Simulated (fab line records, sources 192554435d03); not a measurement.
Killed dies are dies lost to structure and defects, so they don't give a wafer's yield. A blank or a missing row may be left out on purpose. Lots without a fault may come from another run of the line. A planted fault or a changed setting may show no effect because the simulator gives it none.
Chamber matching | flow n5_finfet | N5_DUMMY_GATE_DESCUM_20 on rie_diel-06: 4 sister chambers
The step chemistry O2, time 6.2 s. 4 wafers are shown with their chamber, then 7 later ones without.

WAFERS WITH THEIR CHAMBER
wafer  | chamber | drypump_motor_current_A (A)
L085.6 | 0       | 5.6
L087.5 | 3       | 5.2
L090.2 | 1       | 5.5
L090.5 | 2       | 6.1

WAFERS WITHOUT THEIR CHAMBER
wafer  | drypump_motor_current_A (A)
L090.6 | 5.2
L091.2 | 6.1
L091.5 | 5.6
L091.6 | 5.2
L094.3 | 5.5
L094.4 | 5.4
L094.5 | 6.1

WHICH CHAMBER EACH WENT THROUGH
wafer  | from the rows above | in truth
L090.6 | 3                   | 3
L091.2 | 2                   | 2
L091.5 | 0                   | 0
L091.6 | 3                   | 3
L094.3 | 1                   | 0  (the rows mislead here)
L094.4 | 1                   | 1
L094.5 | 2                   | 2
Placed correctly: 6 of 7. Can't be placed from these rows: 0. Placed wrongly: 1.
How it was worked out, from the rows above alone: a wafer's distance from a chamber is the root of the sum, over the readings, of the square of ((its reading less the chamber's mean) divided by the reading's scatter). The wafer belongs to the nearest chamber; if the next one is less than 2 further off, it can't be placed. A chamber's mean is the mean of its shown wafers. The scatter: with one shown wafer a chamber, the root of the mean of the squares of how far each hidden wafer lies from its nearest shown one.
